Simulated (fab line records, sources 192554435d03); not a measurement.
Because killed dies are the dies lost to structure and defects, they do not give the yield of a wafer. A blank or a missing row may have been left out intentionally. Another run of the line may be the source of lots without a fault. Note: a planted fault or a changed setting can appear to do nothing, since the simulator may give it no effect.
Problem report in the 8D (eight disciplines) form, filled by code | flow n5 finfet | the parts of the form that need people (team, actions taken, sign-off) are left out

1. WHAT WENT WRONG
killed at other at N5_PASSIVATION_PROBE_49 reads a mean of 1073 on 4 wafers of 2 lots; wafers without a fault read 4 with a standard deviation of 3.2. That is +99 or more standard deviations from the usual mean.
Earliest sighting: wafer L106.2 on prober-01 at day 18 06:30. The record has a number at this step for 6 wafers belonging to 2 lots. By rule, "out" or "out of limits" means more than 4 standard deviations away from the usual mean. The other wafers with a number count as sound.

2. WHAT IT IS AND WHAT IT IS NOT
question                    | is                                                                                                                  | is not
which readings at this step | killed at other, defect limited yield, killed dies, killed on rim, sort_bin_5_function, sort n pass, sort yield pct | killed_at_M4_up, killed at contacts, killed at front end, killed open, killed short, sort_bin_6_memory
which lots                  | L106, L111                                                                                                          | -
which wafers of those lots  | L106.2, L106.3, L111.2, L111.6                                                                                      | L106.4, L111.4
read on which tools         | prober-01                                                                                                           | -
when                        | from day 18 06:30                                                                                                   | up to then (0 sound wafers); but 2 sound wafers of L106, L111 came after

3. THE SUSPECTS, EACH WITH WHAT RULES IT OUT
Counting: any tool at a process step up to the reading remains a suspect provided it ran every lot that is out. Sound lots after the first of them don't rule it out here, since some wafers of a struck lot are sound.
- rie diel-03 at N5_PASSIVATION_ETCH_54 (etches SiO2 in CHF3/O2, target depth 880 nm, time 440 s): kept. It ran every lot that is out, first L106 (day 18 02:41).
- prober-01 at N5_PASSIVATION_PROBE_49: kept. It ran every lot that is out, first L106 (day 18 06:30). Its own defect limited yield, killed at other, killed dies, killed on rim, sort_bin_5_function, sort n pass, sort yield pct readings are out on those wafers.
Left after counting: rie diel-03 at N5_PASSIVATION_ETCH_54, prober-01 at N5_PASSIVATION_PROBE_49.

4. THE CAUSE (what the simulator had put in)
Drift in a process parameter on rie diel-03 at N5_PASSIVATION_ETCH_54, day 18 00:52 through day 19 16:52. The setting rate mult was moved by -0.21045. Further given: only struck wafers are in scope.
After counting, 2 suspects remain, this tool included.

5. SEQUENCE OF EFFECTS, ordered by route
One row per reading whose mean, taken over the struck wafers that have a number, lies over 3 standard deviations from the usual. Only readings for which the record gives a usual standard deviation are gone through. hours: the time from each lot's start at the first step in this table that gives one to its start at this step, as a median over the lots. sigmas: the change in usual standard deviations.
hours | step                    | reading              | usual  | on struck wafers | change | sigmas
0     | N5_PASSIVATION_PROBE_49 | defect limited yield | 91.1 % | 0.1              | -91.0  | -61
0     | N5_PASSIVATION_PROBE_49 | killed at other      | 4      | 1073             | +1069  | +99 or more
0     | N5_PASSIVATION_PROBE_49 | killed dies          | 105    | 1179             | +1074  | +63
0     | N5_PASSIVATION_PROBE_49 | killed on rim        | 14     | 152              | +138   | +41
0     | N5_PASSIVATION_PROBE_49 | sort_bin_5_function  | 5.2 %  | 96.0             | +90.8  | +96
0     | N5_PASSIVATION_PROBE_49 | sort n pass          | 1075   | 1                | -1074  | -63
0     | N5_PASSIVATION_PROBE_49 | sort yield pct       | 91.1 % | 0.1              | -91.0  | -61
It contains these process steps:
- N5_PASSIVATION_PROBE_49

6. WHAT WOULD HAVE CAUGHT IT SOONER
First out-of-limits reading in this record: day 18 06:30, which is 6 hours after fault onset at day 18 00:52.
No tool reading at N5_PASSIVATION_ETCH_54 that has a usual standard deviation in the record was out on any struck wafer, so an alarm limit of 4 standard deviations on those readings would not have fired.
Of the lots that are out (2), L111 began N5_PASSIVATION_ETCH_54 on rie diel-03 after day 18 06:30. A tool hold placed at that time would have kept it from harm.
